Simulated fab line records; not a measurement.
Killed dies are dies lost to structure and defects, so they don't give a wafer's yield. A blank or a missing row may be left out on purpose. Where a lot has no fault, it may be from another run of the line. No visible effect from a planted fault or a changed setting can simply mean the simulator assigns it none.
Code-filled problem report in 8D (eight disciplines) form / flow n5-finfet / the parts of the form that need people (team, actions taken, sign-off) are left out

== 1. THE ISSUE ==
run-length-s at N5_BEOL_M0_SAQP_COAT_82 reads a mean of 53.28 s on 3 wafers of 3 lots; wafers without a fault read 66.24 s with a standard deviation of 0.19. Relative to the usual mean, that is a shift of -68 standard deviations.
The step: time 60 s, resist thk 30 nm.
The first sign was on wafer L218.1 at day 9 00:44, on litho-track-01. Wafers with a number at this step in the record: 28, from 10 lots. By rule, "out" or "out of limits" means more than 4 standard deviations away from the usual mean. Any other wafer with a number is counted as sound.

== 2. WHAT IT IS, AND WHAT IT ISN'T ==
question=which readings at this step | is=run-length-s, heater-power-total-W | is not=dispense-pressure-kPa
question=which lots | is=L218, L223, L224 | is not=L208, L211, L214, L216, L217, L225, L227
question=which wafers of those lots | is=L218.1, L223.5, L224.5 | is not=L218.2, L218.3, L223.2, L224.6
question=read on which tools | is=litho-track-01 | is not=litho-track-02, litho-track-04
question=when | is=from day 9 00:44 | is not=up to then (17 sound wafers); but 8 sound wafers of L223, L224, L225, L227 came after

== 3. WHAT RULES OUT EACH SUSPECT ==
Counting: a tool at a process step up to the reading stays a suspect if it ran every lot that is out. Sound lots after the first of them don't rule it out here, since some wafers of a struck lot are sound.
- litho-track-01 at N5_BEOL_M0_SAQP_COAT_82 (time 60 s, resist thk 30 nm): kept. Every lot that is out went through it, the first being L218 (day 9 00:44); the last sound lot it ran before that was L217 (day 8 20:28). On those wafers its own readings are out: heater-power-total-W, run-length-s.
After counting, what remains is litho-track-01 at N5_BEOL_M0_SAQP_COAT_82.

== 4. THE CAUSE (what the simulator had put in) ==
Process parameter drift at N5_BEOL_M0_SAQP_COAT_82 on litho-track-01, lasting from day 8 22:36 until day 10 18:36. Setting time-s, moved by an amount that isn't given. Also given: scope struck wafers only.
After counting, this tool was the only one left.

== 5. SEQUENCE OF EFFECTS, ordered by route ==
Rows list readings where the struck wafers' mean (over those with a number) sits beyond 3 standard deviations from the usual. Only readings whose record carries a usual standard deviation are examined. hours: median over the lots of the time between each lot's start at the first step of this table that gives one and its start at this step. sigmas: the change, counted in usual standard deviations.
hours=0; step=N5_BEOL_M0_SAQP_COAT_82; reading=heater-power-total-W; usual=427.8 W; on struck wafers=497.1; change=+69.3; sigmas=+31
hours=0; step=N5_BEOL_M0_SAQP_COAT_82; reading=run-length-s; usual=66.24 s; on struck wafers=53.28; change=-12.96; sigmas=-68
Here are the process steps it includes:
- N5_BEOL_M0_SAQP_COAT_82: time 60 s, resist thk 30 nm.
At these later measuring or inspecting steps, every struck wafer for which the step has a row has a number for every such reading, and none has moved that far: N5_BEOL_M4_RC_MEAS_101.

== 6. WHAT WOULD HAVE CAUGHT IT SOONER ==
In this record no reading fell out of limits until day 9 00:44, 2 hours after the fault had begun at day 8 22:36.
